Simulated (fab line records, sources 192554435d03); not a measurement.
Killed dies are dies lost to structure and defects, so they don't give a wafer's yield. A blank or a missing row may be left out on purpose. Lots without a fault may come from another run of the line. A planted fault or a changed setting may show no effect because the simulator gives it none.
Chamber matching | flow n5_finfet | N5_BEOL_M2_ETCH_70 on rie_diel-05: 4 sister chambers
The step etches SOC in N2/H2, target depth 80 nm, overetch 24 nm, time 130 s. 20 wafers are shown with their chamber, then 10 later ones without.

WAFERS WITH THEIR CHAMBER
wafer  | chamber | showerhead_plenum_p_Torr (Torr) | drypump_motor_current_A (A) | rf_vpp_V (V)
L077.2 | 3       | 2.50                            | 5.7                         | 523.0
L077.3 | 2       | 2.70                            | 6.5                         | 529.2
L077.5 | 3       | 2.50                            | 5.7                         | 523.3
L078.1 | 2       | 2.70                            | 6.4                         | 528.8
L078.2 | 3       | 2.50                            | 5.7                         | 523.2
L078.6 | 1       | 2.49                            | 5.4                         | 522.9
L081.2 | 0       | 2.47                            | 5.5                         | 521.8
L081.5 | 0       | 2.47                            | 5.5                         | 522.1
L081.6 | 3       | 2.50                            | 5.7                         | 524.1
L086.2 | 3       | 2.49                            | 5.8                         | 521.9
L086.4 | 3       | 2.49                            | 5.7                         | 521.9
L086.5 | 0       | 2.47                            | 5.5                         | 520.8
L087.2 | 2       | 2.69                            | 6.4                         | 527.6
L087.3 | 0       | 2.47                            | 5.5                         | 519.3
L087.6 | 3       | 2.49                            | 5.7                         | 522.7
L089.3 | 2       | 2.69                            | 6.5                         | 528.8
L089.4 | 2       | 2.69                            | 6.5                         | 528.8
L089.5 | 0       | 2.47                            | 5.5                         | 521.5
L092.1 | 2       | 2.69                            | 6.5                         | 527.7
L092.4 | 1       | 2.49                            | 5.5                         | 521.2

SIGNATURES (means of the wafers above)
reading                  | chamber 0 | chamber 1 | chamber 2 | chamber 3 | scatter within a chamber
showerhead_plenum_p_Torr | 2.4700    | 2.4900    | 2.6933    | 2.4957    | 0.00436
drypump_motor_current_A  | 5.500     | 5.450     | 6.467     | 5.714     | 0.041
rf_vpp_V                 | 521.100   | 522.050   | 528.483   | 522.871   | 0.879
Rule: a wafer's distance from a chamber is the root of the sum, over the readings, of the square of ((its reading less the chamber's mean) divided by the reading's scatter). The wafer belongs to the nearest chamber; if the next one is less than 2 further off, it can't be placed. The scatter: the root of (the sum of the squares of (reading less its chamber's mean) over the shown wafers, divided by (wafers less chambers)).

WAFERS WITHOUT THEIR CHAMBER
wafer  | showerhead_plenum_p_Torr (Torr) | drypump_motor_current_A (A) | rf_vpp_V (V)
L092.6 | 2.49                            | 5.7                         | 524.5
L094.2 | 2.69                            | 6.5                         | 527.0
L094.3 | 2.49                            | 5.5                         | 522.8
L094.6 | 2.49                            | 5.4                         | 522.5
L095.1 | 2.68                            | 6.5                         | 529.8
L095.3 | 2.49                            | 5.4                         | 523.4
L095.5 | 2.49                            | 5.7                         | 522.4
L097.1 | 2.68                            | 6.5                         | 527.6
L097.2 | 2.48                            | 5.5                         | 522.5
L097.4 | 2.46                            | 5.5                         | 522.3

WHICH CHAMBER EACH WENT THROUGH
wafer  | from the rows above     | in truth
L092.6 | 3                       | 3
L094.2 | 2                       | 2
L094.3 | 1                       | 1
L094.6 | 1                       | 1
L095.1 | 2                       | 2
L095.3 | 1                       | 1
L095.5 | 3                       | 3
L097.1 | 2                       | 2
L097.2 | can't be placed: 1 or 0 | 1
L097.4 | 0                       | 0
Placed correctly: 9 of 10. Can't be placed from these rows: 1 (the true chamber is among the candidates in 1). Placed wrongly: 0.
